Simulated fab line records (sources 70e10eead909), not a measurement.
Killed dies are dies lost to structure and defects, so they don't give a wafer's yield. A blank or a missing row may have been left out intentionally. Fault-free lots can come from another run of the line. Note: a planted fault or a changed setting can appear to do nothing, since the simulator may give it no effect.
Which tool did it? ; flow nand harc ; Sampling: 13 lots, 39 wafers, 5 of 1302 route steps

WHAT THE GAUGES READ, wafer by wafer
NHARC_END_SORT_01. Usual: defect limited yield is 91 % with standard deviation 3.1, killed at array is 56 with standard deviation 21, killed at other is 1.2 with standard deviation 1.6, killed at periphery is 3.7 with standard deviation 2.5, killed dies is 61 with standard deviation 21, killed open is 3.1 with standard deviation 1.8, and killed short is 2.8 with standard deviation 1.7.
lot;measured;on;defect limited yield (%);killed at array;killed at other;killed at periphery;killed dies;killed open;killed short;flag
L362;day 29 03:38;prober-02;93;42;0;5;47;2;3;
L363;day 29 19:15;prober-01;92 93 94;50 44 35;0 0 0;2 3 3;52 47 38;2 2 2;1 1 1;
L365;day 30 02:55;prober-02;90 87 87;69 87 87;0 2 1;2 1 2;71 90 90;2 2 5;1 5 4;
L366;day 30 03:07;prober-01;90 90 89;68 70 72;0 0 0;1 1 3;69 71 75;2 4 0;4 1 3;

TOOL THAT RAN EACH LOT (tool first, then ch and the chambers of the sampled wafers, then the start)
lot;NHARC_A_M0_DEP_32;NHARC_A_M1_ETCH_28;NHARC_A_M1_DEGAS_29;NHARC_A_M1_ANNEAL_31
L352;pecvd-01 ch 1,2, day 22 19:47;rie diel-10 ch 0,1,3, day 22 21:43;pvd sputter-01, day 22 22:07;rtp anneal-01 ch 0, day 22 22:50
L351;pecvd-02 ch 0,1, day 23 08:13;rie diel-06 ch 0,2,3, day 23 10:07;pvd sputter-03, day 23 10:31;rtp anneal-02 ch 0, day 23 11:18
L355;pecvd-02 ch 0,1,2, day 24 14:10;rie diel-06 ch 0,2, day 24 16:04;pvd sputter-02, day 24 16:28;rtp anneal-01 ch 0, day 24 17:14
L361;pecvd-01 ch 0,2, day 26 19:26;rie diel-06 ch 2,3, day 26 21:25;pvd sputter-01, day 26 21:50;rtp anneal-02 ch 0, day 26 22:40
L362;pecvd-03 ch 0,2, day 27 10:28;rie diel-10 ch 0,1,2, day 27 12:26;pvd sputter-02, day 27 12:50;rtp anneal-01 ch 0, day 27 13:40
L363;pecvd-02 ch 0,2, day 28 06:35;rie diel-06 ch 1,2, day 28 08:32;pvd sputter-03, day 28 08:55;rtp anneal-01 ch 0, day 28 09:43
L365;pecvd-01 ch 0,1,2, day 28 08:05;rie diel-09 ch 1,2,3, day 28 10:08;pvd sputter-01, day 28 10:32;rtp anneal-01 ch 0, day 28 11:19
L366;pecvd-01 ch 0,1,2, day 28 09:46;rie diel-09 ch 0,1,3, day 28 11:41;pvd sputter-03, day 28 12:05;rtp anneal-01 ch 0, day 28 12:53
L368;pecvd-02 ch 0,1, day 28 23:24;rie diel-10 ch 0,1,3, day 29 01:22;pvd sputter-02, day 29 01:46;rtp anneal-01 ch 0, day 29 02:33
L369;pecvd-01 ch 0,1,2, day 30 06:14;rie diel-10 ch 1,3, day 30 08:07;pvd sputter-01, day 30 08:31;rtp anneal-02 ch 0, day 30 09:20
L371;pecvd-02 ch 0,1,2, day 31 07:22;rie diel-09 ch 1,2,3, day 31 09:31;pvd sputter-02, day 31 09:55;rtp anneal-02 ch 0, day 31 10:40
L373;pecvd-01 ch 1,2, day 31 11:46;rie diel-09 ch 1,3, day 31 14:20;pvd sputter-01, day 31 14:44;rtp anneal-01 ch 0, day 31 15:33
L374;pecvd-03 ch 0,1,2, day 32 17:08;rie diel-06 ch 2,3, day 32 19:13;pvd sputter-03, day 32 19:36;rtp anneal-01 ch 0, day 32 20:31
- NHARC_A_M0_DEP_32: deposits SiCN, target thk 30 nm.
- NHARC_A_M1_ETCH_28: etches the open film in CF4/N2, target depth 30 nm, time 72.99 s.
- NHARC_A_M1_DEGAS_29: time 60 s.
- NHARC_A_M1_ANNEAL_31: time 90 s.

WHAT THE TOOLS THEMSELVES READ (means of the sampled wafers that have a number; where no wafer has one, the mark that the record gives instead)
NHARC_A_M0_DEP_32. Usual: heater power outer w 285 W, standard deviation 57; heater power w 529 W, standard deviation 85.
lot;tool;heater power outer w (W);heater power w (W);flag
L352;pecvd-01;304;541;
L351;pecvd-02;227;464;
L355;pecvd-02;226;451;
L361;pecvd-01;314;580;
L362;pecvd-03;354;605;
L363;pecvd-02;248;482;
L365;pecvd-01;270;515;
L366;pecvd-01;306;560;
L368;pecvd-02;205;443;
L369;pecvd-01;259;492;
L371;pecvd-02;225;444;
L373;pecvd-01;277;503;
L374;pecvd-03;339;599;

NHARC_A_M1_ETCH_28. Usual: drypump motor current A 5.9 A, standard deviation 0.54; oes product au 0.999 a.u., standard deviation 0.0076; rf vpp V 314.8 V, standard deviation 1.8; run length s 94.3 s, standard deviation 0.41; showerhead plenum p Torr 2.66 Torr, standard deviation 0.095; throttle valve pct 19.795 %, standard deviation 0.0084.
lot;tool;drypump motor current A (A);oes product au (a.u.);rf vpp V (V);run length s (s);showerhead plenum p Torr (Torr);throttle valve pct (%);flag
L352;rie diel-10;5.6;1.004;313.7;94.0;2.61;19.798;
L351;rie diel-06;5.5;0.989;314.7;94.3;2.65;19.794;
L355;rie diel-06;5.5;0.992;315.4;94.6;2.64;19.798;
L361;rie diel-06;5.9;1.001;314.7;78.9;2.69;19.790;OFF
L362;rie diel-10;5.8;1.002;314.3;94.4;2.60;19.791;
L363;rie diel-06;6.0;0.997;314.9;78.0;2.67;19.801;OFF
L365;rie diel-09;6.3;0.992;314.9;94.2;2.73;19.791;
L366;rie diel-09;6.3;0.994;315.9;94.3;2.67;19.791;
L368;rie diel-10;5.6;1.005;313.7;94.2;2.60;19.815;
L369;rie diel-10;5.1;1.006;312.8;94.2;2.51;19.793;
L371;rie diel-09;6.2;1.004;316.4;94.4;2.73;19.803;
L373;rie diel-09;6.3;1.003;315.6;94.0;2.72;19.793;
L374;rie diel-06;5.9;0.994;315.4;94.5;2.68;19.799;

NHARC_A_M1_DEGAS_29. Usual: heater power w reads 325 W (standard deviation 32).
lot;tool;heater power w (W);flag
L352;pvd sputter-01;351;
L351;pvd sputter-03;322;
L355;pvd sputter-02;336;
L361;pvd sputter-01;355;
L362;pvd sputter-02;353;
L363;pvd sputter-03;322;
L365;pvd sputter-01;350;
L366;pvd sputter-03;314;
L368;pvd sputter-02;312;
L369;pvd sputter-01;347;
L371;pvd sputter-02;301;
L373;pvd sputter-01;326;
L374;pvd sputter-03;327;

NHARC_A_M1_ANNEAL_31. Usual: wafer_temp_C_max reads 226.1 (standard deviation 0.4).
lot;tool;wafer_temp_C_max;flag
L352;rtp anneal-01;225.9;
L351;rtp anneal-02;226.6;
L355;rtp anneal-01;226.1;
L361;rtp anneal-02;226.5;
L362;rtp anneal-01;226.0;
L363;rtp anneal-01;225.9;
L365;rtp anneal-01;225.9;
L366;rtp anneal-01;225.7;
L368;rtp anneal-01;225.8;
L369;rtp anneal-02;226.3;
L371;rtp anneal-02;226.6;
L373;rtp anneal-01;225.7;
L374;rtp anneal-01;225.8;

THE ANSWER, worked out from the rows above alone
Rule: lot off if the mean of its wafers having a number is beyond 3 standard deviations from the usual mean. A lot without any number at a reading at which 4 lots or more have one is off too. Any other lot the step has rows for is counted as sound. First the gauges in route order, then the tools' own readings, where a lot's mean is used as printed above. At the first step where some lot is off, the reading lying furthest off is the one used; lots without a number count as furthest.
Off at NHARC_A_M1_ETCH_28 (run length s): L361, L363.
A tool fits if, at that step or a process step before it, it ran every lot that is off, and no sound lot after the first of them. No candidate that was tried fits.

WHAT WAS PUT IN BY THE SIMULATOR
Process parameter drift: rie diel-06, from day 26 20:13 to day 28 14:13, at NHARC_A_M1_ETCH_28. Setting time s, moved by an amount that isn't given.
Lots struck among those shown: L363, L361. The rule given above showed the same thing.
